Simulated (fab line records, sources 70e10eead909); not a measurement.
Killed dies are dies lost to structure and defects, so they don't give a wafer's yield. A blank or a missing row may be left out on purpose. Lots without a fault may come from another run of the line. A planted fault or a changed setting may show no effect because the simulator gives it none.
Which tool did it? | flow nand_harc | 24 lots, 72 wafers sampled, at 6 steps of a route of 1302

WHAT THE GAUGES READ, wafer by wafer
NHARC_A_M1_INSPECT_11. Usual: raw_defect_count 86, standard deviation 43.
lot  | measured     | on                | raw_defect_count | flag
L074 | day 22 19:34 | defect_inspect-02 | 91 77 81         |
L075 | day 22 21:32 | defect_inspect-02 | 57 57 63         |
L076 | day 23 14:20 | defect_inspect-02 | 65 58 69         |
L078 | day 24 00:54 | defect_inspect-02 | 124 126 110      |
L077 | day 24 01:18 | defect_inspect-01 | 77 60 60         |
L080 | day 24 14:42 | defect_inspect-02 | 91 107 104       |
L079 | day 24 16:23 | defect_inspect-02 | 65 72 63         |
L081 | day 25 19:37 | defect_inspect-02 | 165 150 169      |
L083 | day 26 08:32 | defect_inspect-01 | 55 32 40         |
L082 | day 26 12:10 | defect_inspect-02 | 123 93 126       |
L085 | day 26 23:05 | defect_inspect-01 | 150 161 157      |
L084 | day 27 00:19 | defect_inspect-02 | 28 39 22         |
L087 | day 27 20:09 | defect_inspect-02 | 121 127 131      |
L086 | day 27 21:32 | defect_inspect-01 | 50 31 44         |
L088 | day 28 10:04 | defect_inspect-01 | 98 110 101       |
L089 | day 28 10:53 | defect_inspect-02 | 81 70 103        |
L090 | day 30 01:19 | defect_inspect-01 | 26 22 30         |
L091 | day 30 06:35 | defect_inspect-02 | 141 161 152      |
L093 | day 30 12:49 | defect_inspect-02 | 26 24 21         |
L092 | day 30 17:29 | defect_inspect-01 | 148 145 144      |
L094 | day 30 21:18 | defect_inspect-02 | 75 78 101        |
L095 | day 31 15:37 | defect_inspect-01 | 89 91 70         |
L096 | day 32 02:19 | defect_inspect-02 | 117 120 115      |
L097 | day 32 07:44 | defect_inspect-01 | 20 25 24         |

NHARC_A_BONDPAD_INSPECT_23. Usual: raw_defect_count 580, standard deviation 160.
lot  | measured     | on                | raw_defect_count | flag
L074 | day 23 02:55 | defect_inspect-02 | 634 551 936      |
L075 | day 23 05:39 | defect_inspect-02 | 485 568 751      |
L076 | day 23 21:43 | defect_inspect-01 | 488 403 394      |
L078 | day 24 08:16 | defect_inspect-02 | 771 599 548      |
L077 | day 24 08:51 | defect_inspect-01 | 734 516 998      |
L080 | day 24 21:56 | defect_inspect-01 | 484 607 423      |
L079 | day 24 23:38 | defect_inspect-01 | 493 723 422      |
L081 | day 26 02:58 | defect_inspect-01 | 584 625 602      |
L083 | day 26 15:53 | defect_inspect-01 | 509 440 525      |
L082 | day 26 19:27 | defect_inspect-01 | 762 520 730      |
L085 | day 27 06:25 | defect_inspect-02 | 700 607 581      |
L084 | day 27 07:39 | defect_inspect-02 | 924 562 792      |
L087 | day 28 03:32 | defect_inspect-01 | 395 409 674      |
L086 | day 28 04:56 | defect_inspect-01 | 759 456 502      |
L088 | day 28 17:26 | defect_inspect-01 | 515 487 464      |
L089 | day 28 18:23 | defect_inspect-01 | 609 542 528      |
L090 | day 30 08:40 | defect_inspect-01 | 567 610 582      |
L091 | day 30 14:02 | defect_inspect-01 | 603 458 639      |
L093 | day 30 20:02 | defect_inspect-02 | 324 402 429      |
L092 | day 31 00:50 | defect_inspect-01 | 748 557 638      |
L094 | day 31 04:43 | defect_inspect-01 | 580 404 548      |
L095 | day 31 22:52 | defect_inspect-01 | 446 446 513      |
L096 | day 32 09:59 | defect_inspect-01 | 484 372 413      |
L097 | day 32 14:58 | defect_inspect-01 | 458 750 568      |

WHICH TOOL RAN EACH LOT (tool, then ch and the chambers of the sampled wafers, then the start)
lot  | NHARC_A_M0_PRE_CLEAN_31         | NHARC_A_M1_ETCH_35                 | NHARC_A_BONDPAD_DEGAS_25     | NHARC_A_BONDPAD_PRE_CLEAN_26
L074 | pecvd-04 ch 0,2, day 22 18:07   | rie_diel-02 ch 0,3, day 22 19:43   | pvd_sputter-02, day 23 01:18 | pvd_sputter-02, day 23 02:55 or earlier
L075 | pecvd-01 ch 1,2, day 22 20:07   | rie_diel-02 ch 1,2,3, day 22 21:41 | pvd_sputter-01, day 23 03:44 | pvd_sputter-01, day 23 05:39 or earlier
L076 | pecvd-04 ch 0,1, day 23 12:53   | rie_diel-02 ch 1,2,3, day 23 14:31 | pvd_sputter-01, day 23 20:06 | pvd_sputter-01, day 23 21:43 or earlier
L078 | pecvd-01 ch 0,1,2, day 23 23:29 | rie_diel-02 ch 0,1,2, day 24 01:03 | pvd_sputter-02, day 24 06:37 | pvd_sputter-02, day 24 08:16 or earlier
L077 | pecvd-01 ch 0,1, day 23 23:48   | rie_diel-02 ch 0,1,3, day 24 01:28 | pvd_sputter-03, day 24 07:14 | pvd_sputter-03, day 24 08:51 or earlier
L080 | pecvd-03 ch 1,2, day 24 13:17   | rie_diel-04 ch 1,2,3, day 24 14:52 | pvd_sputter-01, day 24 20:19 | pvd_sputter-01, day 24 21:56 or earlier
L079 | pecvd-01 ch 0,2, day 24 14:58   | rie_diel-02 ch 0,1,2, day 24 16:33 | pvd_sputter-02, day 24 22:01 | pvd_sputter-02, day 24 23:38 or earlier
L081 | pecvd-01 ch 0,1,2, day 25 18:20 | rie_diel-06 ch 0,1,3, day 25 19:47 | pvd_sputter-03, day 26 01:20 | pvd_sputter-03, day 26 02:58 or earlier
L083 | pecvd-04 ch 1,2, day 26 07:14   | rie_diel-06 ch 2,3, day 26 08:41   | pvd_sputter-02, day 26 14:16 | pvd_sputter-02, day 26 15:53 or earlier
L082 | pecvd-04 ch 0,1,2, day 26 10:43 | rie_diel-04 ch 0,1,3, day 26 12:19 | pvd_sputter-03, day 26 17:48 | pvd_sputter-03, day 26 19:27 or earlier
L085 | pecvd-01 ch 0,1,2, day 26 21:46 | rie_diel-06 ch 2,3, day 26 23:14   | pvd_sputter-02, day 27 04:49 | pvd_sputter-02, day 27 06:25 or earlier
L084 | pecvd-04 ch 0,1,2, day 26 22:52 | rie_diel-06 ch 0,1,3, day 27 00:28 | pvd_sputter-03, day 27 06:01 | pvd_sputter-03, day 27 07:39 or earlier
L087 | pecvd-01 ch 1,2, day 27 18:26   | rie_diel-06 ch 0,1,3, day 27 20:18 | pvd_sputter-03, day 28 01:56 | pvd_sputter-03, day 28 03:32 or earlier
L086 | pecvd-04 ch 0,2, day 27 20:11   | rie_diel-04 ch 1,2,3, day 27 21:41 | pvd_sputter-03, day 28 03:20 | pvd_sputter-03, day 28 04:56 or earlier
L088 | pecvd-01 ch 0,1, day 28 08:45   | rie_diel-04 ch 1,3, day 28 10:13   | pvd_sputter-01, day 28 15:49 | pvd_sputter-01, day 28 17:26 or earlier
L089 | pecvd-01 ch 0,1,2, day 28 09:26 | rie_diel-04 ch 2,3, day 28 11:02   | pvd_sputter-02, day 28 16:46 | pvd_sputter-02, day 28 18:23 or earlier
L090 | pecvd-01 ch 0,2, day 29 23:53   | rie_diel-02 ch 0,2,3, day 30 01:29 | pvd_sputter-02, day 30 07:04 | pvd_sputter-02, day 30 08:40 or earlier
L091 | pecvd-04 ch 1,2, day 30 05:17   | rie_diel-06 ch 0,3, day 30 06:44   | pvd_sputter-01, day 30 12:26 | pvd_sputter-01, day 30 14:02 or earlier
L093 | pecvd-03 ch 0,1,2, day 30 11:22 | rie_diel-06 ch 0,1,2, day 30 12:58 | pvd_sputter-01, day 30 18:25 | pvd_sputter-01, day 30 20:02 or earlier
L092 | pecvd-03 ch 0,1, day 30 16:10   | rie_diel-02 ch 1,2, day 30 17:38   | pvd_sputter-02, day 30 23:12 | pvd_sputter-02, day 31 00:50 or earlier
L094 | pecvd-01 ch 0,1, day 30 19:53   | rie_diel-02 ch 0,2,3, day 30 21:32 | pvd_sputter-03, day 31 03:05 | pvd_sputter-03, day 31 04:43 or earlier
L095 | pecvd-01 ch 0,1, day 31 14:09   | rie_diel-02 ch 0,2,3, day 31 15:46 | pvd_sputter-02, day 31 21:17 | pvd_sputter-02, day 31 22:52 or earlier
L096 | pecvd-04 ch 0,1,2, day 32 00:54 | rie_diel-02 ch 0,2,3, day 32 02:28 | pvd_sputter-01, day 32 08:07 | pvd_sputter-01, day 32 09:59 or earlier
L097 | pecvd-03 ch 0,1,2, day 32 06:26 | rie_diel-04 ch 0,1, day 32 07:53   | pvd_sputter-01, day 32 13:22 | pvd_sputter-01, day 32 14:58 or earlier
- NHARC_A_M0_PRE_CLEAN_31: time 12 s.
- NHARC_A_M1_ETCH_35: etches the open film in N2/H2, target depth 40 nm, overetch 12 nm, time 43.94 s.
- NHARC_A_BONDPAD_DEGAS_25: time 60 s.
- NHARC_A_BONDPAD_PRE_CLEAN_26: time 30 s.

WHAT THE TOOLS THEMSELVES READ (means of the sampled wafers that have a number; where no wafer has one, the mark that the record gives instead)
NHARC_A_M0_PRE_CLEAN_31. Usual: heater_power_w 612 W, standard deviation 67.
lot  | tool     | heater_power_w (W) | flag
L074 | pecvd-04 | 568                |
L075 | pecvd-01 | 641                |
L076 | pecvd-04 | 565                |
L078 | pecvd-01 | 641                |
L077 | pecvd-01 | 626                |
L080 | pecvd-03 | 598                |
L079 | pecvd-01 | 620                |
L081 | pecvd-01 | 636                |
L083 | pecvd-04 | 559                |
L082 | pecvd-04 | 572                |
L085 | pecvd-01 | 645                |
L084 | pecvd-04 | 557                |
L087 | pecvd-01 | 618                |
L086 | pecvd-04 | 534                |
L088 | pecvd-01 | 665                |
L089 | pecvd-01 | 651                |
L090 | pecvd-01 | 725                |
L091 | pecvd-04 | 618                |
L093 | pecvd-03 | 576                |
L092 | pecvd-03 | 614                |
L094 | pecvd-01 | 723                |
L095 | pecvd-01 | 689                |
L096 | pecvd-04 | 580                |
L097 | pecvd-03 | 552                |

NHARC_A_M1_ETCH_35. Usual: drypump_motor_current_A 6.0 A, standard deviation 0.44; oes_product_au 0.999 a.u., standard deviation 0.0085; rf_vpp_V 431.1 V, standard deviation 2.6; showerhead_plenum_p_Torr 2.06 Torr, standard deviation 0.087; throttle_valve_pct 14.171 %, standard deviation 0.009.
lot  | tool        | drypump_motor_current_A (A) | oes_product_au (a.u.) | rf_vpp_V (V) | showerhead_plenum_p_Torr (Torr) | throttle_valve_pct (%) | flag
L074 | rie_diel-02 | 6.1                         | 0.996                 | 429.7        | 2.01                            | 14.178                 |
L075 | rie_diel-02 | 6.1                         | 1.001                 | 432.1        | 2.10                            | 14.173                 |
L076 | rie_diel-02 | 6.1                         | 1.002                 | 432.0        | 2.10                            | 14.174                 |
L078 | rie_diel-02 | 6.3                         | 1.000                 | 430.6        | 2.05                            | 14.171                 |
L077 | rie_diel-02 | 6.1                         | 1.003                 | 430.7        | 2.08                            | 14.171                 |
L080 | rie_diel-04 | 5.6                         | 0.998                 | 432.9        | 2.12                            | 14.177                 |
L079 | rie_diel-02 | 6.3                         | 1.002                 | 429.9        | 2.05                            | 14.168                 |
L081 | rie_diel-06 | 5.9                         | 0.994                 | 429.4        | 2.01                            | 14.169                 |
L083 | rie_diel-06 | 6.4                         | 0.994                 | 428.8        | 1.98                            | 14.163                 |
L082 | rie_diel-04 | 5.7                         | 1.002                 | 432.0        | 2.12                            | 14.174                 |
L085 | rie_diel-06 | 6.1                         | 0.994                 | 428.2        | 1.95                            | 14.164                 |
L084 | rie_diel-06 | 6.0                         | 0.989                 | 430.4        | 2.01                            | 14.174                 |
L087 | rie_diel-06 | 6.0                         | 0.989                 | 429.4        | 2.01                            | 14.172                 |
L086 | rie_diel-04 | 5.6                         | 0.999                 | 433.1        | 2.12                            | 14.178                 |
L088 | rie_diel-04 | 5.8                         | 1.001                 | 430.9        | 2.09                            | 14.178                 |
L089 | rie_diel-04 | 5.4                         | 0.998                 | 434.3        | 2.15                            | 14.175                 |
L090 | rie_diel-02 | 6.1                         | 1.007                 | 430.2        | 2.03                            | 14.174                 |
L091 | rie_diel-06 | 6.0                         | 1.000                 | 427.0        | 1.94                            | 14.157                 |
L093 | rie_diel-06 | 6.2                         | 1.001                 | 430.5        | 2.04                            | 14.165                 |
L092 | rie_diel-02 | 6.3                         | 1.001                 | 431.1        | 2.07                            | 14.173                 |
L094 | rie_diel-02 | 6.1                         | 0.999                 | 429.8        | 2.03                            | 14.169                 |
L095 | rie_diel-02 | 6.1                         | 1.001                 | 429.2        | 2.03                            | 14.170                 |
L096 | rie_diel-02 | 6.1                         | 1.002                 | 430.0        | 2.03                            | 14.173                 |
L097 | rie_diel-04 | 5.6                         | 1.000                 | 431.9        | 2.06                            | 14.171                 |

NHARC_A_BONDPAD_DEGAS_25. Usual: heater_power_w 463 W, standard deviation 42.
lot  | tool           | heater_power_w (W) | flag
L074 | pvd_sputter-02 | 503                |
L075 | pvd_sputter-01 | 443                |
L076 | pvd_sputter-01 | 464                |
L078 | pvd_sputter-02 | 481                |
L077 | pvd_sputter-03 | 424                |
L080 | pvd_sputter-01 | 457                |
L079 | pvd_sputter-02 | 483                |
L081 | pvd_sputter-03 | 428                |
L083 | pvd_sputter-02 | 463                |
L082 | pvd_sputter-03 | 466                |
L085 | pvd_sputter-02 | 481                |
L084 | pvd_sputter-03 | 452                |
L087 | pvd_sputter-03 | 445                |
L086 | pvd_sputter-03 | 445                |
L088 | pvd_sputter-01 | 446                |
L089 | pvd_sputter-02 | 473                |
L090 | pvd_sputter-02 | 459                |
L091 | pvd_sputter-01 | 446                |
L093 | pvd_sputter-01 | 449                |
L092 | pvd_sputter-02 | 471                |
L094 | pvd_sputter-03 | 487                |
L095 | pvd_sputter-02 | 489                |
L096 | pvd_sputter-01 | 450                |
L097 | pvd_sputter-01 | 454                |

NHARC_A_BONDPAD_PRE_CLEAN_26. Usual: heater_power_w 406 W, standard deviation 38.
lot  | tool           | heater_power_w (W) | flag
L074 | pvd_sputter-02 | 433                |
L075 | pvd_sputter-01 | 400                |
L076 | pvd_sputter-01 | 405                |
L078 | pvd_sputter-02 | 434                |
L077 | pvd_sputter-03 | 412                |
L080 | pvd_sputter-01 | 385                |
L079 | pvd_sputter-02 | 456                |
L081 | pvd_sputter-03 | 373                |
L083 | pvd_sputter-02 | 421                |
L082 | pvd_sputter-03 | 373                |
L085 | pvd_sputter-02 | 439                |
L084 | pvd_sputter-03 | 367                |
L087 | pvd_sputter-03 | 395                |
L086 | pvd_sputter-03 | 369                |
L088 | pvd_sputter-01 | 381                |
L089 | pvd_sputter-02 | 436                |
L090 | pvd_sputter-02 | 404                |
L091 | pvd_sputter-01 | 403                |
L093 | pvd_sputter-01 | 378                |
L092 | pvd_sputter-02 | 433                |
L094 | pvd_sputter-03 | 417                |
L095 | pvd_sputter-02 | 407                |
L096 | pvd_sputter-01 | 403                |
L097 | pvd_sputter-01 | 402                |

THE ANSWER, worked out from the rows above alone
Rule: a lot is off if the mean of its wafers that have a number lies more than 3 standard deviations from the usual mean. A lot without any number at a reading at which 4 lots or more have one is off too. The other lots that the step has rows for count as sound. The gauges are gone through in route order, then the tools' own readings, and for those a lot's mean is taken as printed above. The first step at which some lot is off is used, and at that step the reading that is off furthest; a lot without a number counts as furthest.
No lot is off at any reading shown: from this, nothing can be told.

WHAT THE SIMULATOR HAD PUT IN
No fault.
